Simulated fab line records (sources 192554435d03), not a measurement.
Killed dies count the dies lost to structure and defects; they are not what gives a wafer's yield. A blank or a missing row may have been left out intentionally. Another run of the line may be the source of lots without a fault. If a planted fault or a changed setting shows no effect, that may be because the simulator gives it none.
Struck lot and sound lot, side by side | flow n5Finfet | 15 steps out of a route of 1938
Sound: the wafers L570.1, L570.4, L570.6. Wafers struck: L578.2, L578.3, L578.4. At the end, the cause is stated.
At each step with rows: each side's tool, then ch and its chambers, then its first start. Under that, the readings that differ: sound wafers | struck wafers | difference of the means | sigmas: that difference in standard deviations of wafers without a fault.
alike: readings whose means differ by less than 2 such deviations, and words and numbers that are the same on both sides. not compared: withheld readings, readings that some wafer has no value for, bounds like >300 that may hide the same value, and numbers for which the record gives no deviation and whose values overlap.
Wherever a step has rows on one side only, a row that says differs or no value, or a row with sigmas, the two part there. Non-overlapping numbers with no deviation appear without sigmas and do not part them. Lack of a reading on every wafer of one side parts them only where that side has two or more wafers.

first, 1 step without rows for these wafers: N5_SD_EPI_N_STRIP_36 (strips in N2/H2).
N5_SD_EPI_N_ETCHBACK_44: etches SiNx in CH3F/O2, stops on SiO2, target depth 14.5 nm.
  sound on rieDiel-04 ch 1,2, day 6 15:37; struck on rieDiel-04 ch 1,3, day 8 12:31
  alike: CH3F_flow_sccm, drypumpMotorCurrentA, oesProductAu, rfVppV, showerheadPlenumPTorr, throttleValvePct
  not compared: rfHoursCounterH
N5_SD_EPI_N_ETCH_45: etches SiOCN in CH3F/O2, target depth 6 nm.
  sound on rieDiel-04 ch 1,2, day 6 15:43; struck on rieDiel-04 ch 1,3, day 8 12:37
  alike: CH3F_flow_sccm, drypumpMotorCurrentA, oesProductAu, rfVppV, showerheadPlenumPTorr, throttleValvePct
  not compared: rfHoursCounterH
N5_SD_EPI_N_ETCH_16: etches SiO2 in CHF3/O2, target depth 5 nm.
  sound on rieDiel-04 ch 1,2, day 6 15:49; struck on rieDiel-04 ch 1,3, day 8 12:43
  alike: drypumpMotorCurrentA, oesProductAu, rfVppV, showerheadPlenumPTorr, throttleValvePct
  not compared: rfHoursCounterH
then, 1 step without rows for these wafers: N5_SD_EPI_N_STRIP_47 (strips in CHF3/O2).
N5_SD_EPI_N_SD_RECESS_17: chemistry HBr/Cl2/O2, target depth 41 nm, time 23.7 s, bt time 3 s.
  sound on rieSi-05 ch 0,1, day 6 15:53; struck on rieSi-04 ch 0,2,3, day 8 12:47
  alike: drypumpMotorCurrentA, oesProductAu, throttleValvePct
  not compared: rfHoursCounterH
N5_SD_EPI_N_STRIP_38: strips in N2/H2.
  sound on plasmaAsher-02 ch 0,1, day 6 15:59; struck on plasmaAsher-02 ch 0,1, day 8 12:53
  alike: drypumpMotorCurrentA, heaterPowerW, oesProductAu
  not compared: rfHoursCounterH
then, 5 steps without rows for these wafers: N5_SD_EPI_N_WET_ETCH_43 (etches SiO2 in dHF, time 14 s, target depth 1.5 nm); N5_SD_EPI_N_STRIP_18 (strips in SPM, time 750 s); N5_SD_EPI_N_SRD_20 (time 30 s); N5_SD_EPI_N_PRECLEAN_48 (cleans in NF3:NH3, afs cycles 2, time 20 s, sublimation time 60 s); N5_SD_EPI_N_VAPOR_ETCH_50 (etches Si in HCl, time 54 s).
N5_SD_EPI_N_EPI_21: deposits Si:P, time 690 s.
  sound on epiRpcvd-01 ch 0, day 6 17:05; struck on epiRpcvd-02 ch 0, day 8 14:03
N5_SD_EPI_N_EPI_MEAS_23:
  sound on filmMetro-02 at day 6 19:22; struck on filmMetro-02 at day 8 15:29
reading    | sound          | struck         | difference | sigmas
thkNm (nm) | 60.8 60.3 60.8 | 53.0 55.2 52.8 | -7.0       | -6
then, 1 step without rows for these wafers: N5_SD_EPI_N_PRECLEAN_24 (cleans in O3/DIW, time 60 s).

## WHERE THEY PART
At N5_SD_EPI_N_EPI_MEAS_23 and nowhere else, as far as this record goes.

WHY: the cause the simulator had injected
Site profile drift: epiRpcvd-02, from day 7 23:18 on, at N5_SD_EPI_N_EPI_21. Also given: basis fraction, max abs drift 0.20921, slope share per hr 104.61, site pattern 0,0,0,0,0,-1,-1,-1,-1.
